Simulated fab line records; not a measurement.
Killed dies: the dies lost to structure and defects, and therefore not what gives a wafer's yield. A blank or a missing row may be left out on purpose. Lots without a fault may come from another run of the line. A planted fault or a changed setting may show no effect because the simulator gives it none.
Which of the tools did it? | flow n5Finfet | 11 lots with 32 wafers sampled at 4 steps, on a route of 1938 steps

== WHAT THE GAUGES READ, wafer by wafer ==
N5_BEOL_M8_THK_MEAS_53: measures by xrf. Usual: M8_THK 78.3 nm, standard deviation 1.7.
lot  | measured     | on           | M8_THK (nm)    | flag
L974 | day 9 14:22  | filmMetro-02 | 81.3 76.5 79.6 | 
L975 | day 9 15:17  | filmMetro-02 | 77.7 79.0 80.5 | 
L976 | day 9 22:35  | filmMetro-02 | 77.1 78.1 74.6 | 
L979 | day 10 19:10 | filmMetro-02 | 78.1 79.9 78.7 | 
L980 | day 10 19:13 | filmMetro-01 | 79.8 77.7 78.1 | 
L981 | day 11 02:58 | filmMetro-02 | 78.6 79.4 78.6 | 
L984 | day 11 19:03 | filmMetro-01 | 78.5 75.9 77.2 | 
L987 | day 12 20:17 | filmMetro-01 | 77.5 77.3      | 
L994 | day 14 13:05 | filmMetro-02 | 77.5 76.9 80.4 | 
L996 | day 15 02:12 | filmMetro-01 | 77.4 76.3 76.8 | 
L997 | day 15 06:11 | filmMetro-01 | 81.0 78.5 79.4 | 

== EACH LOT AND THE TOOL THAT RAN IT (in order: tool; ch and the chambers of the sampled wafers; start) ==
lot  | N5_BEOL_M8_TRENCH_ETCH_37                    | N5_BEOL_M8_CURE_75           | N5_BEOL_M8_CVD_78
L974 | rieDiel-02 ch 2,3, day 9 12:08 or earlier    | uvCure-03 ch 0, day 9 12:08  | cvdCo-02 ch 0,1, day 9 13:15
L975 | rieDiel-04 ch 1,2,3, day 9 12:34 or earlier  | uvCure-03 ch 0, day 9 12:34  | cvdCo-02 ch 1,2, day 9 14:03
L976 | rieDiel-02 ch 0,2,3, day 9 20:23 or earlier  | uvCure-03 ch 0, day 9 20:23  | cvdCo-01 ch 0,1, day 9 21:29
L979 | rieDiel-06 ch 1,2,3, day 10 16:53 or earlier | uvCure-03 ch 0, day 10 16:53 | cvdCo-01 ch 0,2, day 10 18:05
L980 | rieDiel-04 ch 0,1,3, day 10 17:22 or earlier | uvCure-02 ch 1, day 10 17:22 | cvdCo-02 ch 1,2, day 10 18:15
L981 | rieDiel-04 ch 1,3, day 10 23:19 or earlier   | uvCure-01 ch 2, day 10 23:19 | cvdCo-02 ch 0,1,2, day 11 00:22
L984 | rieDiel-06 ch 1,2, day 11 15:17 or earlier   | uvCure-01 ch 0, day 11 15:17 | cvdCo-01 ch 0,1,2, day 11 18:05
L987 | rieDiel-04 ch 2,3, day 12 17:38 or earlier   | uvCure-01 ch 1, day 12 17:38 | cvdCo-01 ch 1,2, day 12 18:52
L994 | rieDiel-04 ch 0,1,3, day 14 08:56 or earlier | uvCure-03 ch 2, day 14 08:56 | cvdCo-02 ch 0,1,2, day 14 12:10
L996 | rieDiel-06 ch 0,2, day 14 23:20 or earlier   | uvCure-01 ch 2, day 14 23:20 | cvdCo-02 ch 0,1, day 15 00:39
L997 | rieDiel-04 ch 0,1,2, day 15 03:26 or earlier | uvCure-01 ch 2, day 15 03:26 | cvdCo-02 ch 0,2, day 15 04:50
- N5_BEOL_M8_TRENCH_ETCH_37: etches SiCOH lowk in C4F6/O2, target depth 93.478 nm, time 31.2 s.
- N5_BEOL_M8_CURE_75: cures SiCOH lowk, time 120 s.
- N5_BEOL_M8_CVD_78: deposits Co from CCTBA/H2, target thk 2 nm, time 142.3 s.

== WHAT THE TOOLS THEMSELVES READ (means of the sampled wafers that have a number; where no wafer has one, the mark that the record gives instead) ==
N5_BEOL_M8_TRENCH_ETCH_37. Usual: chamberPressureMTorr 30.004 mTorr, standard deviation 0.027; drypumpMotorCurrentA 5.8 A, standard deviation 0.53; oes_f_703_au 0.79 a.u., standard deviation 0.078; oesProductAu 0.80 a.u., standard deviation 0.079; rfVppV 669 V, standard deviation 5.8; showerheadPlenumPTorr 2.83 Torr, standard deviation 0.086; throttleValvePct 20.93 %, standard deviation 0.24.
lot  | tool       | chamberPressureMTorr (mTorr) | drypumpMotorCurrentA (A) | oes_f_703_au (a.u.) | oesProductAu (a.u.) | rfVppV (V) | showerheadPlenumPTorr (Torr) | throttleValvePct (%) | flag
L974 | rieDiel-02 | 30.005                       | 6.0                      | 0.77                | 0.77                | 666        | 2.85                         | 21.20                | 
L975 | rieDiel-04 | 29.987                       | 5.9                      | 0.85                | 0.85                | 670        | 2.85                         | 20.86                | 
L976 | rieDiel-02 | 30.000                       | 5.6                      | 0.78                | 0.78                | 663        | 2.82                         | 20.98                | 
L979 | rieDiel-06 | 30.009                       | 5.5                      | 0.74                | 0.75                | 674        | 2.85                         | 21.04                | 
L980 | rieDiel-04 | 30.021                       | 6.2                      | 0.88                | 0.89                | 667        | 2.86                         | 20.81                | 
L981 | rieDiel-04 | 30.010                       | 6.0                      | 0.84                | 0.85                | 672        | 2.92                         | 20.82                | 
L984 | rieDiel-06 | 29.998                       | 5.8                      | 0.72                | 0.72                | 674        | 2.87                         | 21.13                | 
L987 | rieDiel-04 | 29.991                       | 5.9                      | 0.78                | 0.79                | 674        | 2.87                         | 20.93                | 
L994 | rieDiel-04 | 29.972                       | 6.2                      | 0.83                | 0.84                | 667        | 2.85                         | 20.85                | 
L996 | rieDiel-06 | 30.002                       | 6.5                      | 0.71                | 0.72                | 667        | 2.71                         | 20.69                | 
L997 | rieDiel-04 | 29.991                       | 6.1                      | 0.83                | 0.82                | 665        | 2.77                         | 20.92                | 

N5_BEOL_M8_CURE_75. Usual: lampPowerPct 52.31 %, standard deviation 0.055; wafer_temp_C_max 371.7, standard deviation 0.5.
lot  | tool      | lampPowerPct (%) | wafer_temp_C_max | flag
L974 | uvCure-03 | 52.31            | 372.0            | 
L975 | uvCure-03 | 52.33            | 372.4            | 
L976 | uvCure-03 | 52.28            | 371.7            | 
L979 | uvCure-03 | 52.36            | 371.7            | 
L980 | uvCure-02 | 52.33            | 372.3            | 
L981 | uvCure-01 | 52.34            | 371.6            | 
L984 | uvCure-01 | 52.34            | 370.9            | 
L987 | uvCure-01 | 52.33            | 372.1            | 
L994 | uvCure-03 | 52.30            | 371.6            | 
L996 | uvCure-01 | 52.33            | 371.7            | 
L997 | uvCure-01 | 52.32            | 371.7            | 

N5_BEOL_M8_CVD_78. Usual: chamberPressureTorr 30.00 Torr, standard deviation 0.065; runLengthS 165.5 s, standard deviation 0.44.
lot  | tool     | chamberPressureTorr (Torr) | runLengthS (s) | flag
L974 | cvdCo-02 | 29.98                      | 165.2          | 
L975 | cvdCo-02 | 29.93                      | 165.7          | 
L976 | cvdCo-01 | 29.94                      | 165.9          | 
L979 | cvdCo-01 | 29.99                      | 165.9          | 
L980 | cvdCo-02 | 30.04                      | 165.5          | 
L981 | cvdCo-02 | 29.95                      | 165.8          | 
L984 | cvdCo-01 | 29.96                      | 165.8          | 
L987 | cvdCo-01 | 29.95                      | 268.0          | OFF
L994 | cvdCo-02 | 30.03                      | 165.4          | 
L996 | cvdCo-02 | 29.99                      | 165.0          | 
L997 | cvdCo-02 | 29.96                      | 165.5          | 

== THE ANSWER, worked out from the rows above alone ==
Rule: a lot is off if the mean of its wafers that have a number lies more than 3 standard deviations from the usual mean. Also off: a lot with no number at a reading for which 4 or more lots have one. The other lots that the step has rows for count as sound. After the gauges, taken in route order, come the tools' own readings; for these a lot's mean is taken, as printed above. At the first step where some lot is off, the reading lying furthest off is the one used; lots without a number count as furthest.
Off: L987 (N5_BEOL_M8_CVD_78, runLengthS).
If a tool, at that step or one of the process steps before it, ran each lot that is off and ran no sound lot following the first of them, it fits. N5_BEOL_M8_TRENCH_ETCH_37 gives no start for some lots, so the hours and the order of its lots are those of N5_BEOL_M8_CURE_75. One fits: N5_BEOL_M8_CVD_78 on cvdCo-01. Its last sound lot is L984 (day 11 18:05), its first lot that is off L987 (day 12 18:52): a fault that began between those two fits.
The tool's own readings at N5_BEOL_M8_CVD_78 bear it out: on the lots that are off they differ by more than 5 times the standard deviation of the sound lots' means. runLengthS reads 268.0 s there against 165.6 s on the sound lots.

== WHAT THE SIMULATOR PUT IN ==
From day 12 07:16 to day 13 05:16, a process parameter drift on cvdCo-01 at N5_BEOL_M8_CVD_78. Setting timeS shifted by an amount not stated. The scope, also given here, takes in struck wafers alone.
Struck lots among those shown: L987. The same result came from the rule above.
